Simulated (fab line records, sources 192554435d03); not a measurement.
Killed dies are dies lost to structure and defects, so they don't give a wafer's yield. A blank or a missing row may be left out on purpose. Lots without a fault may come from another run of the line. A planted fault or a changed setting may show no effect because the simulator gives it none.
Problem report in the 8D (eight disciplines) form, filled by code | flow n5_finfet | the parts of the form that need people (team, actions taken, sign-off) are left out

1. THE PROBLEM
oes_product_au at N5_BEOL_M0_SAQP_MANDREL_ETCH_20 reads a mean of 0.327 a.u. on 6 wafers of 2 lots; wafers without a fault read 0.781 a.u. with a standard deviation of 0.012. That is -38 standard deviations from the usual mean.
The step: etches a-Si in HBr/Cl2, stops on SiNx, target depth 60 nm, bt time 10 s, time 30 s.
First seen on wafer L812.2, day 8 06:24, on rie_si-05. The record holds 41 wafers of 14 lots with a number at this step. Rule for "out", or "out of limits": more than 4 standard deviations from the usual mean. The other wafers with a number count as sound.

2. WHAT IT IS AND WHAT IT IS NOT
question                    | is                     | is not
which readings at this step | oes_product_au         | drypump_motor_current_A
which lots                  | L812, L815             | L802, L804, L805, L806, L807, L818, L819, L820, L821, L822, L823, L825
which wafers of those lots  | all that have a number | -
read on which tools         | rie_si-03, rie_si-05   | rie_si-01
when                        | from day 8 06:24       | up to then (14 sound wafers); but 21 sound wafers of L818, L819, L820, L821, L822, L823, L825 came after

3. SUSPECTS, AND WHAT RULES EACH OUT
Counting: a tool at a process step up to the reading stays a suspect if it ran every lot that is out and no sound lot after the first of them.
- rie_diel-05 at N5_BEOL_M0_SAQP_HM_OPEN_112 (chemistry CHF3/O2, target SiO2, stops on a-Si, target depth 12 nm, time 13.5 s): ruled out as a lasting fault. Sound lots L818, L819, L823, L825 ran on it after its first lot that is out, L812 (day 8 06:19).
Left after counting: nothing in the record.

4. THE CAUSE (what the simulator had put in)
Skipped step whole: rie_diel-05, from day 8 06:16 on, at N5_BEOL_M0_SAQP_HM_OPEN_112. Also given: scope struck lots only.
Counting ruled it out, wrongly: the rule takes a fault to strike every lot that its tool runs from its start on, and this one did not.

5. THE CHAIN OF EFFECTS, in route order
Each row: a reading whose mean over the struck wafers that have a number lies more than 3 standard deviations from the usual. Only readings for which the record gives a usual standard deviation are gone through. hours: the time from each lot's start at the first step in this table that gives one to its start at this step, as a median over the lots. sigmas: the change in usual standard deviations.
hours | step                                | reading        | usual      | on struck wafers | change | sigmas
0     | N5_BEOL_M0_SAQP_MANDREL_ETCH_20     | oes_product_au | 0.781 a.u. | 0.327            | -0.454 | -38
2     | N5_BEOL_M0_SAQP_MANDREL1_REMOVE_100 | oes_product_au | 1.009 a.u. | 0.379            | -0.630 | -42
The process steps in it:
- N5_BEOL_M0_SAQP_MANDREL_ETCH_20: etches a-Si in HBr/Cl2, stops on SiNx, target depth 60 nm, bt time 10 s, time 30 s.
- N5_BEOL_M0_SAQP_MANDREL1_REMOVE_100: chemistry HBr/Cl2/O2, target a-Si, stops on SiNx, bt time 10 s.
Readings that are blank on the struck wafers while sound wafers have them: CHF3_flow_sccm at N5_BEOL_M0_SAQP_HM_OPEN_112; O2_flow_sccm at N5_BEOL_M0_SAQP_HM_OPEN_112; drypump_motor_current_A at N5_BEOL_M0_SAQP_HM_OPEN_112; oes_product_au at N5_BEOL_M0_SAQP_HM_OPEN_112; rf_vpp_V at N5_BEOL_M0_SAQP_HM_OPEN_112; showerhead_plenum_p_Torr at N5_BEOL_M0_SAQP_HM_OPEN_112; throttle_valve_pct at N5_BEOL_M0_SAQP_HM_OPEN_112; cd_nm at N5_BEOL_M0_SAQP_CD_MEAS_25.

6. WHAT WOULD HAVE CAUGHT IT SOONER
In this record the first reading out of limits was taken at day 8 06:24, 0 hours after the fault began at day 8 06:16.
At N5_BEOL_M0_SAQP_HM_OPEN_112 the tool's readings are blank on the struck wafers, where sound wafers have them: an empty tool record is the first sign, and it was there at once.
